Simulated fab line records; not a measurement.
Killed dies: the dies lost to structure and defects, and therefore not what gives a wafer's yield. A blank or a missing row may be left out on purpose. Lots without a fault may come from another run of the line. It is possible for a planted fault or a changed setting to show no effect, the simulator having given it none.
A lot that was struck, set against a sound lot    flow nand_harc    25 out of 1302 route steps
Sound: the wafers L860.1, L860.2, L860.5. Wafers struck: L876.2, L876.3, L876.5. The cause is given at the end.
At each step with rows: each side's tool, then ch and its chambers, then its first start. Under that, the readings that differ: sound wafers    struck wafers    difference of the means    sigmas: that difference in standard deviations of wafers without a fault.
alike: same words and numbers on both sides, and readings whose means sit less than 2 such deviations apart. not compared: any withheld reading, any reading some wafer has no value for, any bound like >300 that may hide the same value, and any number with overlapping values for which the record gives no deviation.
A row with sigmas, a row that says differs or no value, or rows on one side alone: a step with any of these is where the two part. When numbers do not overlap yet have no deviation, they are printed without sigmas and do not part them. Lack of a reading on every wafer of one side parts them only where that side has two or more wafers.

first, 1 step without rows for these wafers: NHARC_A_M0_SRD_25.
NHARC_A_M0_INSPECT_27:
  struck on defect_inspect-01, day 31 18:05; sound on defect_inspect-02, day 25 10:10
  alike: raw_defect_count
NHARC_A_M0_PRE_CLEAN_31: time 12 s.
  sound on pecvd-03 ch 0,1, day 25 10:14; struck on pecvd-03 ch 0,1, day 31 18:10
  alike: heater_power_w
NHARC_A_M0_DEP_32: deposits SiCN, target thk 30 nm.
  sound on pecvd-03 ch 0,1, day 25 10:19; struck on pecvd-03 ch 0,1, day 31 18:14
  alike: heater_power_w
then, 7 steps without rows for these wafers: NHARC_A_M1_DEP_00 (deposits SiOC, target thk 182.5 nm); NHARC_A_M1_DEHYDRATE_01 (time 120 s); NHARC_A_M1_HMDS_02 (time 30 s); NHARC_A_M1_COAT_34 (time 65 s); NHARC_A_M1_COAT_03 (resist thk 90 nm); NHARC_A_M1_SOFTBAKE_04 (time 55 s); NHARC_A_M1_EBR_05.
NHARC_A_M1_EXPOSE_06: exposes mask A M1, target cd 120 nm.
  sound on arfi_scanner-03 ch 0, day 25 11:16; struck on arfi_scanner-03 ch 0, day 31 19:13
reading               sound              struck             difference  sigmas
exposure_dose_mJ_cm2  75.05 74.98 75.07  87.14 87.09 87.08  +12.07      +99 or more
  alike: mask, focus_offset_nm
then, 2 steps without rows for these wafers: NHARC_A_M1_PEB_07 (peb time 65 s); NHARC_A_M1_DEVELOP_08 (develop time 35 s).
NHARC_A_M1_CD_MEAS_09: the cd target is 120 nm.
  sound on cd_sem-02 ch 0, day 25 11:25; struck on cd_sem-01 ch 0, day 31 19:22
reading     sound              struck             difference  sigmas
cd_nm (nm)  120.4 119.9 120.7  129.7 129.0 129.1  +8.9        +19
NHARC_A_M1_OVL_MEAS_10: pitch 240 nm.
  struck on overlay-01, day 31 19:27; sound on overlay-02, day 25 11:30
reading            sound        struck          difference  sigmas
overlay_x_nm (nm)  0.8 0.9 0.7  -0.8 -1.1 -1.5  -1.9        -2
overlay_y_nm (nm)  2.1 1.4 1.4  -0.2 -0.4 -0.6  -2.0        -3
NHARC_A_M1_INSPECT_11:
  struck on defect_inspect-02, day 31 19:29; sound on defect_inspect-01, day 25 11:32
reading           sound        struck    difference  sigmas
raw_defect_count  150 153 159  74 83 86  -73         -2
NHARC_A_M1_DESCUM_14: chemistry O2, time 3 s.
  sound on rie_diel-04 ch 0,1,2, day 25 11:36; struck on rie_diel-04 ch 0,1, day 31 19:33
reading                sound              struck             difference  sigmas
model.A_M1.cd_nm (nm)  120.1 120.7 120.5  128.7 128.6 128.8  +8.3        
  alike: drypump_motor_current_A, oes_product_au, rf_vpp_V, showerhead_plenum_p_Torr, throttle_valve_pct
  not compared: rf_hours_counter_h
NHARC_A_M1_ETCH_35: etches the open film in N2/H2, target depth 40 nm, overetch 12 nm, time 43.94 s.
  sound on rie_diel-04 ch 0,3, day 25 11:41; struck on rie_diel-04 ch 0,2,3, day 31 19:38
  alike: drypump_motor_current_A, oes_product_au, rf_vpp_V, showerhead_plenum_p_Torr, throttle_valve_pct
  not compared: rf_hours_counter_h
NHARC_A_M1_ETCH_15: etches the open film in C4F8/Ar, target depth 182.5 nm, time 91.2 s.
  sound on rie_diel-04 ch 0,1,3; struck on rie_diel-04 ch 1,2,3
  alike: oes_product_au, rf_vpp_V
  not compared: rf_hours_counter_h
NHARC_A_M1_CD_MEAS_16:
  struck on cd_sem-01, day 31 19:51; sound on cd_sem-03, day 25 11:54
reading     sound              struck             difference  sigmas
cd_nm (nm)  120.2 120.2 120.3  128.5 128.9 128.7  +8.5        +14
NHARC_A_M1_STRIP_18: strips in N2/H2.
  sound on rie_diel-10 ch 0,1,3, day 25 12:02; struck on rie_diel-10 ch 2,3, day 31 19:55
  alike: drypump_motor_current_A, oes_product_au, rf_vpp_V, showerhead_plenum_p_Torr, throttle_valve_pct
  not compared: rf_hours_counter_h
NHARC_A_M1_ETCH_28: etches the open film in CF4/N2, target depth 30 nm, time 72.99 s.
  sound on rie_diel-10 ch 0,1,3; struck on rie_diel-10 ch 1,2,3
reading                sound            struck             difference  sigmas
model.A_M1.cd_nm (nm)  119.7 120 120.3  128.6 128.8 129.5  +9.0        
  alike: cf4_flow_sccm, drypump_motor_current_A, oes_product_au, rf_vpp_V, showerhead_plenum_p_Torr, throttle_valve_pct
  not compared: rf_hours_counter_h
then, 1 step without rows for these wafers: NHARC_A_M1_STRIP_19 (strips in post etch residue remover, time 600 s).
NHARC_END_SORT_01:
  sound on prober-02 ch 0, day 27 01:04; struck on prober-02 ch 0, day 33 09:58
reading                   sound           struck          difference  sigmas
defect_limited_yield (%)  87.4 85.4 85.5  94.4 94.4 93.2  +7.9        +3
killed_at_array           84 96 95        35 34 42        -55         -3
killed_dies               85 99 98        38 38 46        -53         -3
sort_bin_2_pct (%)        5.5 5.2 5.0     2.1 2.2 1.6     -3.3        -3
sort_bin_4_pct (%)        6.6 8.0 8.0     3.0 3.1 4.3     -4.1        -2
sort_n_pass               592 578 579     639 639 631     +53         +3
sort_yield_pct (%)        87.4 85.4 85.5  94.4 94.4 93.2  +7.9        +3
  alike: killed_at_other, killed_at_periphery, killed_open, killed_short, sort_bin_3_pct, sort_rim_yield_pct

WHERE THEY PART
Earliest at NHARC_A_M1_EXPOSE_06; latest, in this record, at NHARC_END_SORT_01.

WHY: what had been put in by the simulator
Process parameter drift: arfi_scanner-03, from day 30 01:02 on, at NHARC_A_M1_EXPOSE_06. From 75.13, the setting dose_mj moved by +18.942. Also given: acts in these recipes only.
